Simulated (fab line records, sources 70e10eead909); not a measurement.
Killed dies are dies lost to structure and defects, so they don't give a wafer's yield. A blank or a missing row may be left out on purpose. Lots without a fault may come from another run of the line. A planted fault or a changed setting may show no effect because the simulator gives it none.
A struck lot beside a sound one | flow nand_harc | 15 steps out of a route of 1302
Sound: wafers L575.2, L575.3, L575.4. Struck: wafer L571.3. (L571.1 of the same lot was not struck and is left out.) The cause comes at the end.
At each step with rows: each side's tool, then ch and its chambers, then its first start. Under that, the readings that differ: sound wafers | struck wafers | difference of the means | sigmas: that difference in standard deviations of wafers without a fault.
alike: readings whose means differ by less than 2 such deviations, and words and numbers that are the same on both sides. not compared: withheld readings, readings that some wafer has no value for, bounds like >300 that may hide the same value, and numbers for which the record gives no deviation and whose values overlap.
The two part at a step that has a row with sigmas, a row that says differs or no value, or rows on one side only. Numbers that don't overlap but have no deviation are shown without sigmas and don't part them. A reading that every wafer of one side lacks parts them only if that side has two wafers or more.

first, 8 steps without rows for these wafers: NHARC_A_CONTACT_COAT_61 (time 75 s); NHARC_A_CONTACT_COAT_62 (time 65 s); NHARC_A_CONTACT_COAT_63 (resist thk 90 nm); NHARC_A_CONTACT_SOFTBAKE_64 (time 55 s); NHARC_A_CONTACT_EBR_65; NHARC_A_CONTACT_EXPOSE_66 (exposes mask A CC 2); NHARC_A_CONTACT_PEB_67 (peb time 65 s); NHARC_A_CONTACT_DEVELOP_68 (develop time 35 s).
NHARC_A_CONTACT_CD_MEAS_69: target cd 300 nm.
  sound on cd_sem-01 ch 0, day 30 20:22; struck on cd_sem-02 ch 0, day 28 14:40
  reading    | sound             | struck | difference | sigmas
  cd_nm (nm) | 299.9 299.6 299.4 | 300.8  | +1.2       | +2
NHARC_A_CONTACT_OVL_MEAS_70:
  sound on overlay-02, day 30 20:27; struck on overlay-02, day 28 14:46
  alike: overlay_x_nm, overlay_y_nm
NHARC_A_CONTACT_INSPECT_71:
  sound on defect_inspect-01, day 30 20:29; struck on defect_inspect-01, day 28 14:48
  alike: raw_defect_count
NHARC_A_CONTACT_DESCUM_74: chemistry O2, time 3 s.
  sound on rie_diel-13 ch 0,1,3, day 30 20:32; struck on rie_diel-13 ch 3, day 28 14:52
  reading                | sound                | struck | difference | sigmas
  rf_hours_counter_h (h) | 3 2 2                | 28     | +26        |
  throttle_valve_pct (%) | 11.330 11.316 11.325 | 11.306 | -0.018     | -2
  alike: drypump_motor_current_A, oes_product_au, rf_vpp_V, showerhead_plenum_p_Torr
NHARC_A_CONTACT_ETCH_75: etches the open film in CF4, target depth 39 nm, time 65 s.
  sound on rie_diel-13 ch 1,2,3, day 30 20:38; struck on rie_diel-13 ch 2, day 28 14:57
  reading                | sound          | struck | difference | sigmas
  rf_hours_counter_h (h) | 3 3 2          | 26     | +23        |
  run_length_s (s)       | 86.5 86.1 86.9 | 69.9   | -16.6      | -43
  alike: drypump_motor_current_A, oes_product_au, rf_vpp_V, showerhead_plenum_p_Torr, throttle_valve_pct
NHARC_A_CONTACT_ETCH_76: etches the open film in N2/H2, target depth 260 nm, time 475.3 s.
  sound on rie_diel-13 ch 1,2,3; struck on rie_diel-13 ch 3
  reading                | sound | struck | difference | sigmas
  rf_hours_counter_h (h) | 3 2 3 | 28     | +25        |
  alike: drypump_motor_current_A, oes_product_au, rf_vpp_V, run_length_s, showerhead_plenum_p_Torr, throttle_valve_pct
-- the record jumps here: 3 days lie between the struck wafers' starts before and after (it left off in module A_CONTACT and takes up again in module END, whose first step shown is number 1302 of the route) --
NHARC_END_SORT_01:
  the record has rows for the struck wafers here (prober-01 ch 0, day 31 06:13) and none for the sound ones

WHERE THEY PART
First at NHARC_A_CONTACT_CD_MEAS_69; last, within this record, at NHARC_END_SORT_01.

WHY: what the simulator had put in
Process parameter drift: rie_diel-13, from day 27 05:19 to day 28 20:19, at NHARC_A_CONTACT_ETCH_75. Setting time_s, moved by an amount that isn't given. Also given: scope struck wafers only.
